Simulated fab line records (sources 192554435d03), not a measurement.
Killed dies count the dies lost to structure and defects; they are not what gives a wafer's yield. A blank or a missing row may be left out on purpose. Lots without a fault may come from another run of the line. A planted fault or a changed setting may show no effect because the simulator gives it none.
fab line records	flow n5-finfet
record lots=9	wafers=27	last-day=18
route steps=1938 shown ILD0@345 SDB@356 DUMMY_REMOVAL@377 HKMG_FIN@389 BEOL_M4@1111 PASSIVATION@1936
lots that met no fault: from a run of the same line without faults
start-h: the number of hours between the record's first day and the start of the first shown wafer of the lot	wait-h: time in hours since the lot's previous step	" identical to the entry in the row above	L1.1+2: one row covering several wafers at once	- value missing, or start not given	* or withheld: withheld	< > ~ a bound
route shown NAME@n: names a module that has steps shown in the file, with the first one's number in the route	usual: average and standard deviation across the fault-free wafers	same: alike in all rows	chamber/n: place in a boat	sites: readings site by site	_std_site: their standard deviation	_edge_site: inner sites' mean taken away from outer sites' mean	radius-mm: for every site, how far away it sits from the centre of the wafer	mask NAME#n: copy n	behind: tool/chamber where the wafer was last shaped	hold: why the lot was held/for how many hours/how that ended	device: whichever transistor did not switch (one of n, p or np)	end of line: the same wafers' tests at the end of the route	a step with no rows: only its recipe	killed: dies lost to structure and defects at the first sort, not the wafer's yield	map: a wafer's dies, x killed, . not, _ none there
set.NAME: the setting that was run; set.NAME@STEP: the one run at that earlier step	model.NAME: the simulator's own value behind a step, which no gauge read
a sample of lots followed through the steps of the route, with each step as a table and each wafer as a row
services: from which hour (start-h, from the record's first day; less than 0 if before it) a tool's chamber was out of use, for how many hours, and why
## steps
# step N5_ILD0_THK_MEAS_13
# usual thk-nm=17.6/1.1
lot.wafer	tool	chamber	start-h	wait-h	thk-nm
L370.1	film-metro-01	-	83.86	-	18.6
L370.2	"	-	"	"	17.7
L370.5	"	-	"	"	17.9
L373.1	film-metro-02	-	105.45	-	18.2
L373.3	"	-	"	"	17.0
L373.4	"	-	"	"	16.6
L378.1	film-metro-01	-	133.59	-	17.6
L378.3	"	-	"	"	16.6
L378.6	"	-	"	"	16.4
L379.3	film-metro-02	-	139.56	-	16.9
L379.4	"	-	"	"	18.6
L379.5	"	-	"	"	17.0
L380.1	film-metro-01	-	144.58	-	15.6
L380.4	"	-	"	"	18.4
L380.5	"	-	"	"	18.2
L383.2	film-metro-02	-	162.13	-	17.6
L383.4	"	-	"	"	19.3
L383.6	"	-	"	"	18.4
L388.1	film-metro-01	-	188.67	-	17.8
L388.4	"	-	"	"	16.9
L388.5	"	-	"	"	16.7
L389.2	film-metro-01	-	201.00	-	16.8
L389.4	"	-	"	"	19.4
L389.6	"	-	"	"	16.3
L390.4	film-metro-01	-	205.97	-	17.6
L390.5	"	-	"	"	15.9
L390.6	"	-	"	"	16.5
# step N5_SDB_CD_MEAS_11
# recipe target-cd-nm=50	landing-energy-ev=500	detector=se-inlens	polarity=opening
# usual cd-nm=49.3/1.1
lot.wafer	tool	chamber	start-h	wait-h	cd-nm
L370.1	cd-sem-02	0	84.37	-	50.7
L370.2	"	0	"	"	48.5
L370.5	"	0	"	"	50.6
L373.1	cd-sem-03	0	105.83	-	48.3
L373.3	"	0	"	"	48.0
L373.4	"	0	"	"	47.5
L378.1	cd-sem-03	0	134.10	-	49.0
L378.3	"	0	"	"	48.6
L378.6	"	0	"	"	49.0
L379.3	cd-sem-02	0	139.95	-	47.7
L379.4	"	0	"	"	48.2
L379.5	"	0	"	"	49.3
L380.1	cd-sem-01	0	144.97	-	51.4
L380.4	"	0	"	"	51.1
L380.5	"	0	"	"	51.1
L383.2	cd-sem-03	0	162.52	-	50.1
L383.4	"	0	"	"	49.1
L383.6	"	0	"	"	50.1
L388.1	cd-sem-01	0	189.18	-	48.5
L388.4	"	0	"	"	50.6
L388.5	"	0	"	"	49.2
L389.2	cd-sem-02	0	201.39	-	47.7
L389.4	"	0	"	"	49.9
L389.6	"	0	"	"	47.9
L390.4	cd-sem-03	0	206.51	-	47.9
L390.5	"	0	"	"	48.7
L390.6	"	0	"	"	50.3
# step N5_DUMMY_REMOVAL_HM_STRIP_01
# recipe chemistry=CH3F/O2	material=SiNx	target-depth-a=40	stop-on=poly-Si	time-s=6.8	over-etch-frac=0.3	ion-energy-ev=60	power-w=410	bias-w=29	Ar_flow_sccm=150	CH3F_flow_sccm=30	O2_flow_sccm=20
# usual CH3F_flow_sccm=30.01/0.092	O2_flow_sccm=20.01/0.061	drypump-motor-current-A=5.9/0.42	oes-product-au=0.62/0.05	rf-vpp-V=127.7/0.99	showerhead-plenum-p-Torr=2.04/0.056	throttle-valve-pct=16.41/0.29
lot.wafer	tool	chamber	start-h	wait-h	CH3F_flow_sccm	O2_flow_sccm	drypump-motor-current-A	oes-product-au	rf-hours-counter-h	rf-vpp-V	showerhead-plenum-p-Torr	throttle-valve-pct
L370.1	rie-diel-04	2	88.70	0.0	30.03	19.99	6.4	0.57	207	127.5	2.06	16.62
L370.2	"	1	"	"	30.02	19.90	6.3	0.63	116	127.6	2.11	16.38
L370.5	"	1	"	"	30.12	20.04	6.3	0.63	-	129.0	2.11	16.37
L373.1	rie-diel-06	0	110.01	0.0	29.87	20.07	5.4	0.59	171	128.1	1.99	16.73
L373.3	"	3	"	"	29.93	19.94	6.0	0.59	179	125.5	1.90	16.60
L373.4	"	2	"	"	30.12	19.97	5.5	0.68	60	127.0	1.95	16.20
L378.1	rie-diel-03	3	138.64	0.0	-	-	-	-	-	-	-	-
L378.3	"	1	"	"	-	-	-	-	-	-	-	-
L378.6	"	0	"	"	-	-	-	-	-	-	-	-
L379.3	rie-diel-04	1	144.47	0.0	-	-	-	-	-	-	-	-
L379.4	"	0	"	"	-	-	-	-	-	-	-	-
L379.5	"	0	"	"	-	-	-	-	-	-	-	-
L380.1	rie-diel-06	0	149.14	0.0	-	-	-	-	-	-	-	-
L380.4	"	3	"	"	-	-	-	-	-	-	-	-
L380.5	"	0	"	"	-	-	-	-	-	-	-	-
L383.2	rie-diel-06	2	166.53	0.0	30.18	19.90	5.5	0.67	74	125.2	1.94	16.25
L383.4	"	3	"	"	30.09	19.95	6.0	0.58	193	126.5	1.90	16.61
L383.6	"	2	"	"	30.08	19.92	5.5	0.67	-	127.2	1.94	16.26
L388.1	rie-diel-04	2	193.23	0.1	30.06	19.95	6.4	0.54	237	128.0	2.05	16.66
L388.4	"	3	"	"	29.92	20.01	5.4	0.60	191	130.8	2.07	16.68
L388.5	"	3	"	"	29.83	19.98	5.3	0.59	-	128.2	2.07	16.67
L389.2	rie-diel-04	2	205.40	0.1	30.00	20.00	6.4	0.55	242	127.6	2.05	16.70
L389.4	"	0	"	"	30.01	20.05	6.1	0.69	75	125.6	2.02	15.87
L389.6	"	1	"	"	30.08	19.98	6.3	0.61	-	126.6	2.10	16.43
L390.4	rie-diel-03	1	210.49	0.0	29.93	20.01	5.7	0.57	210	128.0	2.06	16.50
L390.5	"	1	"	"	29.81	20.09	5.7	0.56	-	128.8	2.06	16.47
L390.6	"	0	"	"	30.16	20.16	6.2	0.56	-	125.8	2.05	16.72
# step N5_DUMMY_REMOVAL_INSPECT_06
# recipe inspect-instrument=brightfield	mode=aei
# usual raw-defect-count=13/6.8
lot.wafer	tool	chamber	start-h	wait-h	raw-defect-count
L370.1	defect-inspect-02	-	88.89	0.0	13
L370.2	"	-	"	"	23
L370.5	"	-	"	"	14
L373.1	defect-inspect-02	-	110.20	0.0	7
L373.3	"	-	"	"	8
L373.4	"	-	"	"	6
L378.1	defect-inspect-01	-	138.84	0.0	131
L378.3	"	-	"	"	132
L378.6	"	-	"	"	142
L379.3	defect-inspect-02	-	144.67	0.0	143
L379.4	"	-	"	"	151
L379.5	"	-	"	"	132
L380.1	defect-inspect-02	-	149.34	0.0	138
L380.4	"	-	"	"	136
L380.5	"	-	"	"	136
L383.2	defect-inspect-02	-	166.73	0.0	23
L383.4	"	-	"	"	27
L383.6	"	-	"	"	19
L388.1	defect-inspect-01	-	193.42	0.0	13
L388.4	"	-	"	"	10
L388.5	"	-	"	"	15
L389.2	defect-inspect-01	-	205.60	0.0	23
L389.4	"	-	"	"	9
L389.6	"	-	"	"	15
L390.4	defect-inspect-01	-	210.69	0.0	25
L390.5	"	-	"	"	30
L390.6	"	-	"	"	27
# step N5_HKMG_FIN_ALD_75
# recipe material=Al2O3	target-thk-a=10	temp-c=150	ald-precursor-family=TMA	ald-co-reactant=H2O	pulse-time-s=withheld	co-reactant-pulse-time-s=1
# usual heater-power-w=147/13	precursor-pulse-height-rel=0.997/0.019
lot.wafer	tool	chamber	start-h	wait-h	heater-power-w	precursor-pulse-height-rel
L370.1	ald-hk-03	3	89.74	0.0	151	0.997
L370.2	"	0	"	"	139	0.995
L370.5	"	0	"	"	142	1.011
L373.1	ald-hk-02	3	111.18	0.0	153	0.992
L373.3	"	1	"	"	144	0.944
L373.4	"	0	"	"	144	1.000
L378.1	ald-hk-02	3	139.79	0.0	146	0.986
L378.3	"	2	"	"	156	1.004
L378.6	"	1	"	"	146	0.974
L379.3	ald-hk-01	2	145.55	0.0	156	1.003
L379.4	"	3	"	"	138	0.996
L379.5	"	1	"	"	158	1.025
L380.1	ald-hk-03	3	150.21	0.0	156	1.023
L380.4	"	1	"	"	119	1.008
L380.5	"	0	"	"	140	1.009
L383.2	ald-hk-02	1	167.56	0.0	145	1.015
L383.4	"	3	"	"	149	1.039
L383.6	"	3	"	"	154	1.031
L388.1	ald-hk-03	0	194.26	0.0	139	0.997
L388.4	"	2	"	"	167	1.004
L388.5	"	0	"	"	139	0.990
L389.2	ald-hk-03	1	206.45	0.0	122	1.002
L389.4	"	3	"	"	153	0.976
L389.6	"	2	"	"	163	1.001
L390.4	ald-hk-02	3	211.54	0.0	149	0.986
L390.5	"	0	"	"	144	0.995
L390.6	"	1	"	"	146	0.984
# step N5_BEOL_M4_RC_MEAS_101
# usual DIBL_N=36.3/1.8	DIBL_P=36.5/2.1	IOFF_N=0.16/0.031	IOFF_P=0.22/0.038	ION_N=677/12	ION_P=466/7.8	SS_N=71.5/0.61	SS_P=73.2/0.7	VT_N=249/3	VT_P=-248.9/3
lot.wafer	tool	chamber	start-h	wait-h	DIBL_N[mV/V]	DIBL_P[mV/V]	IOFF_N[nA/um]	IOFF_P[nA/um]	ION_N[uA/um]	ION_P[uA/um]	SS_N[mV/dec]	SS_P[mV/dec]	VT_N[mV]	VT_P[mV]
L370.1	prober-02	0	201.17	0.8	35.9	36.8	0.15	0.20	667	456	72.2	73.3	250	-249.2
L370.2	"	0	"	"	36.7	37.7	0.17	0.22	664	459	72.4	73.4	252	-251.5
L370.5	"	0	"	"	36.4	37.2	0.16	0.20	687	463	71.9	73.5	248	-251.7
L373.1	prober-01	0	229.69	0.0	35.2	34.4	0.14	0.19	678	469	71.7	72.3	249	-249.9
L373.3	"	0	"	"	39.7	39.6	0.22	0.26	673	460	72.0	74.2	247	-245.4
L373.4	"	0	"	"	40.4	41.0	0.24	0.30	703	474	71.7	74.4	242	-245.9
L378.1	prober-02	0	248.72	0.0	35.6	34.6	0.15	0.21	664	460	70.8	72.6	251	-247.7
L378.3	"	0	"	"	35.2	34.5	0.15	0.21	675	466	70.6	73.3	250	-248.2
L378.6	"	0	"	"	36.9	36.5	0.18	0.25	675	463	71.5	73.8	248	-245.0
L379.3	prober-01	0	249.30	0.3	37.9	38.5	0.17	0.26	681	468	71.8	73.0	249	-246.4
L379.4	"	0	"	"	34.4	33.2	0.11	0.18	655	456	70.1	71.7	257	-253.3
L379.5	"	0	"	"	35.5	34.8	0.13	0.20	670	465	70.9	72.9	253	-249.0
L380.1	prober-01	0	263.90	0.0	37.1	35.6	0.15	0.21	672	465	72.3	73.7	253	-248.6
L380.4	"	0	"	"	38.7	37.7	0.19	0.25	687	471	72.5	73.8	250	-247.8
L380.5	"	0	"	"	38.9	38.3	0.18	0.27	679	467	72.9	73.5	250	-247.4
L383.2	prober-01	0	267.33	0.2	36.0	35.1	0.14	0.21	665	461	70.5	71.8	251	-251.0
L383.4	"	0	"	"	35.6	34.4	0.13	0.20	664	459	71.0	72.4	253	-252.6
L383.6	"	0	"	"	37.9	37.3	0.18	0.24	685	462	71.1	73.0	249	-247.0
L388.1	prober-02	0	307.68	0.0	32.2	32.2	0.10	0.15	641	449	70.8	72.1	256	-254.0
L388.4	"	0	"	"	32.5	32.5	0.11	0.15	671	462	70.4	72.4	255	-252.8
L388.5	"	0	"	"	33.8	33.8	0.12	0.17	650	453	70.7	72.5	253	-252.0
L390.4	prober-01	0	313.39	0.5	34.1	35.5	0.14	0.20	680	469	71.8	72.6	250	-250.0
L390.5	"	0	"	"	34.1	34.8	0.14	0.19	661	457	71.4	72.4	249	-249.1
L390.6	"	0	"	"	38.3	40.8	0.23	0.31	698	477	71.7	73.5	245	-246.5
L389.2	prober-01	0	316.46	0.2	36.1	36.8	0.17	0.23	682	469	71.8	73.2	248	-249.1
L389.4	"	0	"	"	36.2	36.5	0.16	0.23	682	475	71.7	72.9	248	-246.7
L389.6	"	0	"	"	36.2	37.3	0.16	0.25	683	467	71.4	73.1	249	-244.5
# step N5_PASSIVATION_PROBE_49
# usual defect-limited-yield=91.2/1.5	killed_at_M0_to_M3=33/9.6	killed_at_M4_up=14/5.6	killed-at-contacts=14/5.5	killed-at-front-end=40/13	killed-at-other=4/3	killed-dies=104/17	killed-open=68/13	killed-short=33/7.2	sort_bin_5_function=5.2/0.95	sort_bin_6_memory=3.3/0.62	sort_bin_8_speed=0.00/0.012	sort-n-pass=1076/17	sort-yield-pct=91.2/1.5
# same gross-dies=1180	killed-at-back-side=0	sort_bin_4_leakage[%]=0
lot.wafer	tool	chamber	start-h	wait-h	defect-limited-yield[%]	killed_at_M0_to_M3	killed_at_M4_up	killed-at-contacts	killed-at-front-end	killed-at-other	killed-dies	killed-open	killed-short	sort_bin_5_function[%]	sort_bin_6_memory[%]	sort_bin_8_speed[%]	sort-n-pass	sort-yield-pct[%]
L379.3	prober-02	-	346.95	0.1	90.7	20	7	8	71	4	110	70	40	6.1	2.9	0	1070	90.7
L379.4	prober-02	-	347.00	0.2	92.6	19	7	14	45	2	87	59	26	4.1	2.8	0	1093	92.6
L379.5	prober-02	-	347.05	0.2	92.4	24	13	14	38	1	90	61	27	4.5	2.8	0	1090	92.4
L378.1	prober-01	-	360.24	0.0	92.5	27	11	15	33	3	89	61	28	3.8	3.6	0	1091	92.5
L378.3	prober-01	-	360.34	0.1	91.3	40	13	13	28	9	103	73	28	4.7	3.6	0	1077	91.3
L378.6	prober-01	-	360.49	0.3	92.7	22	14	21	25	4	86	64	20	4.6	2.6	0	1094	92.7
L383.2	prober-02	-	366.86	0.1	92.9	25	11	16	29	3	84	65	17	3.6	3.3	0	1096	92.9
L383.4	prober-02	-	366.96	0.2	91.1	36	11	10	42	6	105	60	43	5.0	3.7	0	1075	91.1
L383.6	prober-02	-	367.06	0.3	93.9	14	13	16	27	2	72	40	30	3.3	2.5	0	1108	93.9
# killed by level:class
L379.3 STI_FIN_REVEAL:geometric-particle:open=18 FIN_SAQP:geometric-particle:short=16 MOL_CONTACT_COAG:geometric-particle:open=8 GATE_CUT:geometric-particle:short=7 SPACER0:geometric-particle:open=6 STI_FIN_REVEAL:geometric-particle:short=4 SPACER0:geometric-particle:short=4 BEOL_M0_SAQP:geometric-particle:open=4
L379.4 GATE_CUT:geometric-particle:open=11 MOL_CONTACT_COAG:geometric-particle:open=11 STI_FIN_REVEAL:geometric-particle:open=7 FIN_SAQP:geometric-particle:open=5 BEOL_M0_SAQP:geometric-particle:open=5 BEOL_M1:geometric-particle:open=5 FIN_SAQP:geometric-particle:short=4 STI_FIN_REVEAL:geometric-particle:short=4
L379.5 MOL_CONTACT_COAG:geometric-particle:open=9 DUMMY_GATE:geometric-particle:open=8 GATE_CUT:geometric-particle:open=6 BEOL_M1:geometric-particle:open=6 MOL_CONTACT_COAG:geometric-particle:short=5 FIN_SAQP:geometric-particle:open=4 FIN_SAQP:geometric-particle:short=4 STI_FIN_REVEAL:geometric-particle:open=4
L378.1 MOL_CONTACT_COAG:geometric-particle:open=12 BEOL_M1:geometric-particle:open=10 STI_FIN_REVEAL:geometric-particle:open=7 FIN_SAQP:geometric-particle:open=6 BEOL_M2:geometric-particle:open=5 BEOL_M3:geometric-particle:open=5 FIN_SAQP:geometric-particle:short=4 BEOL_M2:geometric-particle:short=4
L378.3 MOL_CONTACT_COAG:geometric-particle:open=12 BEOL_M2:geometric-particle:open=12 BEOL_M1:geometric-particle:open=10 BEOL_M1:geometric-particle:short=6 DUMMY_GATE:geometric-particle:open=5 STARTING-WAFER:geometric-particle:open=5 FIN_SAQP:geometric-particle:open=4 GATE_CUT:geometric-particle:short=4
L378.6 MOL_CONTACT_COAG:geometric-particle:open=17 BEOL_M4:geometric-particle:open=7 FIN_SAQP:geometric-particle:open=6 BEOL_M1:geometric-particle:open=6 DUMMY_GATE:geometric-particle:open=4 BEOL_M3:geometric-particle:open=4 MOL_CONTACT_COAG:geometric-particle:short=4 BEOL_M2:geometric-particle:open=4
L383.2 MOL_CONTACT_COAG:geometric-particle:open=16 STI_FIN_REVEAL:geometric-particle:open=9 BEOL_M0_SAQP:geometric-particle:open=6 BEOL_M3:geometric-particle:open=6 BEOL_M0_SAQP:geometric-particle:short=5 BEOL_M2:geometric-particle:open=4 FIN_SAQP:geometric-particle:open=3 DUMMY_GATE:geometric-particle:open=3
L383.4 BEOL_M0_SAQP:geometric-particle:short=15 BEOL_M0_SAQP:geometric-particle:open=9 FIN_SAQP:geometric-particle:open=7 BEOL_M3:geometric-particle:open=7 GATE_CUT:geometric-particle:open=6 BEOL_M4:geometric-particle:open=6 MOL_CONTACT_COAG:geometric-particle:open=6 FIN_SAQP:geometric-particle:short=5
L383.6 MOL_CONTACT_COAG:geometric-particle:open=12 GATE_CUT:geometric-particle:short=5 DUMMY_GATE:geometric-particle:open=4 MOL_CONTACT_COAG:geometric-particle:short=4 BEOL_M10:geometric-particle:open=4 FIN_SAQP:geometric-particle:short=3 GATE_CUT:geometric-particle:open=3 BEOL_M4:geometric-particle:open=3
## services
tool	chamber	start-h	hours	kind
ald-hk-03	-	70.48	1.6	repair
rie-diel-04	1	73.95	1.3	repair
ald-hk-02	-	82.54	2.7	repair
rie-diel-03	2	91.92	5.7	repair
rie-diel-03	2	104.37	62.3	repair
ald-hk-03	-	105.35	8.7	pm
rie-diel-04	-	122.71	2.8	pm
rie-diel-03	3	166.76	-	clean
rie-diel-03	3	166.76	-	consumable-replace:focus-ring
rie-diel-03	3	166.76	20.0	scheduled-down
rie-diel-03	3	166.76	20.0	vent-cycle
ald-hk-02	-	190.26	1.9	repair
ald-hk-01	-	199.56	1.5	repair
rie-diel-06	0	211.47	8.5	repair
## key
first-sign step=N5_DUMMY_REMOVAL_HM_STRIP_01	reading=tool-record	direction=missing
effect step=N5_DUMMY_REMOVAL_INSPECT_06	reading=raw-defect-count	direction=up	sigmas=18	usual=13	struck=138
met-at N5_DUMMY_REMOVAL_HM_STRIP_01
struck-lots L378,L379,L380
not-acting-at N5_ILD0_THK_MEAS_13,N5_SDB_CD_MEAS_11,N5_HKMG_FIN_ALD_75
onset-between 110.01 138.64
fault kind=skipped-step-whole	tool=rie-diel-03,rie-diel-04,rie-diel-06	chamber=-	onset-h=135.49	steps=N5_DUMMY_REMOVAL_HM_STRIP_01	scope=struck-lots-only
